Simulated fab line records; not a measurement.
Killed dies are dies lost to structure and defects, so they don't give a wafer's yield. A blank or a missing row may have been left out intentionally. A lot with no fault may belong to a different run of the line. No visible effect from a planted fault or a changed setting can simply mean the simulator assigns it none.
Matching of chambers ; flow n5Finfet ; 3 sister chambers for N5_BEOL_M0_SAQP_PECVD_03 on pecvd-03
The step deposits SiCN from 3MS/NH3, target thk 12 nm, time 21.1 s. 6 wafers are shown with their chamber, then 12 later ones without.

== WAFERS WITH THEIR CHAMBER ==
wafer;chamber;throttleValvePct (%);showerheadPlenumPTorr (Torr)
L087.6;2;9.1;3.676
L089.2;2;9.3;3.660
L089.4;1;9.7;3.672
L090.1;1;9.7;3.687
L090.2;0;8.9;3.672
L090.3;0;9.1;3.674

== WAFERS WHOSE CHAMBER IS MISSING ==
wafer;throttleValvePct (%);showerheadPlenumPTorr (Torr)
L092.1;9.8;3.684
L092.2;9.0;3.664
L092.3;9.6;3.669
L094.1;9.4;3.681
L094.4;9.7;3.678
L094.6;9.2;3.660
L096.1;8.1;3.668
L096.2;8.8;3.672
L096.5;9.0;3.661
L097.1;8.5;3.674
L097.4;9.6;3.668
L097.6;9.2;3.679

== THE CHAMBER EACH PASSED THROUGH ==
wafer;from the rows above;in truth
L092.1;1;1
L092.2;can't be placed: 0 or 2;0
L092.3;1;1
L094.1;can't be placed: 2 or 1 or 0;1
L094.4;1;1
L094.6;can't be placed: 2 or 0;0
L096.1;can't be placed: 0 or 2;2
L096.2;can't be placed: 0 or 2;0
L096.5;can't be placed: 0 or 2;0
L097.1;can't be placed: 0 or 2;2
L097.4;can't be placed: 1 or 2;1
L097.6;can't be placed: 2 or 0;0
Correct placement for 3 of the 12. Not placeable from these rows: 9 (in 9, the candidates include the true chamber). Number placed wrongly: 0.
How it was worked out, from the rows above alone: a wafer's distance from a chamber is the root of the sum, over the readings, of the square of ((its reading less the chamber's mean) divided by the reading's scatter). The wafer belongs to the nearest chamber; if the next one is less than 2 further off, it can't be placed. For every chamber, the mean is computed from those of its wafers that are shown. The scatter is the square root of a quotient: the sum, over the shown wafers, of each reading's squared deviation from its chamber's mean, divided by wafers minus chambers.
